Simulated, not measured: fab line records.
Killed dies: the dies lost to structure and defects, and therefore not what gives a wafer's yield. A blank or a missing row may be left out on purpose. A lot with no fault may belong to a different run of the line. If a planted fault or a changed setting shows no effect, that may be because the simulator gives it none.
Problem report, 8D (eight disciplines) form, completed by code	flow nandHarc	the parts of the form that need people (team, actions taken, sign-off) are left out

== 1. PROBLEM STATEMENT ==
killedAtArray at NHARC_END_SORT_01 reads a mean of 674 on 6 wafers of 2 lots; wafers without a fault read 54 with a standard deviation of 21. That puts it +30 standard deviations away from the usual mean.
The first sign was on wafer L437.1 at day 28 11:56, on prober-02. Wafers with a number at this step in the record: 6, from 2 lots. The rule behind "out" and "out of limits": a value lying over 4 standard deviations away from the usual mean. Any other wafer with a number is counted as sound.

== 2. WHAT IT IS; WHAT IT IS NOT ==
question	is	is not
which readings at this step	killedAtArray, killedDies	killedAtOther, killedAtPeriphery, killedOpen, killedShort
which lots	L437, L438	-
which wafers of those lots	all that have a number	-
read on which gauges	prober-01, prober-02	-
when	from day 28 11:56	up to then (0 sound wafers)

== 3. SUSPECTS, AND WHAT RULES EACH OUT ==
Counting: any tool at a process step up to the reading is kept as a suspect provided that every lot that is out went through it and no sound lot did after the first of them.
- the gauge at NHARC_END_SORT_01 has been ruled out. 2 gauges (prober-01, prober-02) read the wafers that are out.
- rieDiel-06 at NHARC_A_CONTACT_ETCH_91 (etches the open film in CH3F/O2, target depth 40 nm, time 85.7 s): kept. It ran every lot that is out, first L437 (day 26 04:18), and no sound lot after that.
- harCapEtch-02 at NHARC_A_CONTACT_ETCH_135 (etches the open film in C4F8/O2/Ar, time 311 s, target depth 1912 nm): kept. It ran every lot that is out, first L437 (day 26 09:26), and no sound lot after that.
- harCapEtch-02 at NHARC_A_CONTACT_ETCH_137 (etches the open film in C4F8/O2/Ar, time 311 s, target depth 1912 nm): kept. It ran every lot that is out, first L437 (day 26 09:58), and no sound lot after that.
- harCapEtch-02 at NHARC_A_CONTACT_ETCH_138 (etches the open film in C4F8/O2/Ar, time 311 s, target depth 1914 nm): kept. It ran every lot that is out, first L437 (day 26 10:14), and no sound lot after that.
Left after counting: rieDiel-06 at NHARC_A_CONTACT_ETCH_91, harCapEtch-02 at NHARC_A_CONTACT_ETCH_135, harCapEtch-02 at NHARC_A_CONTACT_ETCH_137, harCapEtch-02 at NHARC_A_CONTACT_ETCH_138.

== 4. THE CAUSE (what the simulator had put in) ==
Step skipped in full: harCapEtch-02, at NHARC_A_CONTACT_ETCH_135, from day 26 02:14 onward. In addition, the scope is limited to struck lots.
Of the 4 suspects that counting leaves, this tool is one.

== 5. SEQUENCE OF EFFECTS, ordered by route ==
Rows list readings where the struck wafers' mean (over those with a number) sits beyond 3 standard deviations from the usual. Readings are gone through only where the record gives a usual standard deviation; hours: the median, over the lots, of the time from a lot's start at the first step in this table giving one to that lot's start at this step; sigmas: the change measured in usual standard deviations.
hours	step	reading	usual	on struck wafers	change	sigmas
0	NHARC_END_SORT_01	killedAtArray	54	674	+620	+30
0	NHARC_END_SORT_01	killedDies	58	677	+619	+29
Readings that are blank on the struck wafers while sound wafers have them: chamberPressureMTorr at NHARC_A_CONTACT_ETCH_135; oesAirLineAu at NHARC_A_CONTACT_ETCH_135.

== 6. WHAT WOULD HAVE CAUGHT IT SOONER ==
In this record the first reading out of limits at a measuring or inspecting step was taken at day 28 11:56, 58 hours after the fault began at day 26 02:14.
At NHARC_A_CONTACT_ETCH_135 the tool's readings are blank on the struck wafers, where sound wafers have them: an empty tool record is the first sign, and it was there at once.
By day 28 11:56 the whole set of lots that are out, 2 in number, had already begun NHARC_A_CONTACT_ETCH_135 on harCapEtch-02. Holding the tool at that point would not have protected any of them.
